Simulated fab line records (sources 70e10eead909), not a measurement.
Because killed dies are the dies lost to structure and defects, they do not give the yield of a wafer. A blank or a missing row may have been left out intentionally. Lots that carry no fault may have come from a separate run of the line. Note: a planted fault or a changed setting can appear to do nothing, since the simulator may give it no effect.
Chamber matching :: flow nand harc :: cmp-01 running NHARC_P_BONDPAD_CMP_32: 4 sister chambers
The step polishes SiCN, target thk 200 nm. 30 wafers are shown with their chamber, then 12 later ones without.

== WAFERS, EACH WITH ITS CHAMBER ==
wafer: L079.3
chamber: 1
motor current A (A): 11.6

wafer: L079.4
chamber: 3
motor current A (A): 11.5

wafer: L079.5
chamber: 2
motor current A (A): 10.1

wafer: L078.2
chamber: 1
motor current A (A): 11.9

wafer: L078.4
chamber: 2
motor current A (A): 10.1

wafer: L078.5
chamber: 3
motor current A (A): 11.3

wafer: L078.1
chamber: 0
motor current A (A): 9.0

wafer: L078.3
chamber: 3
motor current A (A): 11.5

wafer: L078.6
chamber: 2
motor current A (A): 10.3

wafer: L082.1
chamber: 2
motor current A (A): 10.1

wafer: L082.5
chamber: 0
motor current A (A): 9.2

wafer: L082.6
chamber: 1
motor current A (A): 11.8

wafer: L087.1
chamber: 1
motor current A (A): 11.5

wafer: L087.2
chamber: 3
motor current A (A): 11.3

wafer: L087.3
chamber: 0
motor current A (A): 9.1

wafer: L090.1
chamber: 0
motor current A (A): 9.6

wafer: L090.2
chamber: 2
motor current A (A): 10.9

wafer: L090.3
chamber: 3
motor current A (A): 11.0

wafer: L089.3
chamber: 2
motor current A (A): 10.9

wafer: L089.5
chamber: 3
motor current A (A): 10.8

wafer: L089.6
chamber: 2
motor current A (A): 11.0

wafer: L091.1
chamber: 0
motor current A (A): 9.4

wafer: L091.5
chamber: 3
motor current A (A): 11.0

wafer: L091.6
chamber: 0
motor current A (A): 9.8

wafer: L092.1
chamber: 3
motor current A (A): 11.1

wafer: L092.2
chamber: 1
motor current A (A): 11.9

wafer: L092.5
chamber: 3
motor current A (A): 11.2

wafer: L093.2
chamber: 2
motor current A (A): 10.4

wafer: L093.4
chamber: 3
motor current A (A): 11.7

wafer: L093.6
chamber: 2
motor current A (A): 10.6

SIGNATURES, as means of the wafers listed above
reading: motor current A
chamber 0: 9.350
chamber 1: 11.740
chamber 2: 10.489
chamber 3: 11.240
scatter within a chamber: 0.304
Rule: distance of a wafer from a chamber = root of the sum over the readings of ((wafer's reading minus chamber's mean) / reading's scatter) squared. If the next closest chamber is less than 2 further off than the closest, the wafer can't be placed; otherwise it belongs to the closest. The scatter is the square root of a quotient: the sum, over the shown wafers, of each reading's squared deviation from its chamber's mean, divided by wafers minus chambers.

== WAFERS WITHOUT THEIR CHAMBER ==
wafer: L093.1
motor current A (A): 9.5

wafer: L093.3
motor current A (A): 11.6

wafer: L093.5
motor current A (A): 11.8

wafer: L095.1
motor current A (A): 11.4

wafer: L095.3
motor current A (A): 10.1

wafer: L095.4
motor current A (A): 9.8

wafer: L096.1
motor current A (A): 10.7

wafer: L096.4
motor current A (A): 9.4

wafer: L096.6
motor current A (A): 10.9

wafer: L097.1
motor current A (A): 10.7

wafer: L097.2
motor current A (A): 9.5

wafer: L097.5
motor current A (A): 11.6

== THE CHAMBER EACH PASSED THROUGH ==
wafer: L093.1
from the rows above: 0
in truth: 0

wafer: L093.3
from the rows above: can't be placed: 1 or 3
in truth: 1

wafer: L093.5
from the rows above: can't be placed: 1 or 3
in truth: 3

wafer: L095.1
from the rows above: can't be placed: 3 or 1
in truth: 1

wafer: L095.3
from the rows above: can't be placed: 2 or 0
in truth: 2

wafer: L095.4
from the rows above: can't be placed: 0 or 2
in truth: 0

wafer: L096.1
from the rows above: can't be placed: 2 or 3
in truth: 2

wafer: L096.4
from the rows above: 0
in truth: 0

wafer: L096.6
from the rows above: can't be placed: 3 or 2 or 1
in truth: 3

wafer: L097.1
from the rows above: can't be placed: 2 or 3
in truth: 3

wafer: L097.2
from the rows above: 0
in truth: 0

wafer: L097.5
from the rows above: can't be placed: 1 or 3
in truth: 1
Correct placement for 3 of the 12. From these rows, 9 cannot be placed; in 9 the true chamber is one of the candidates. Wrongly placed: 0.
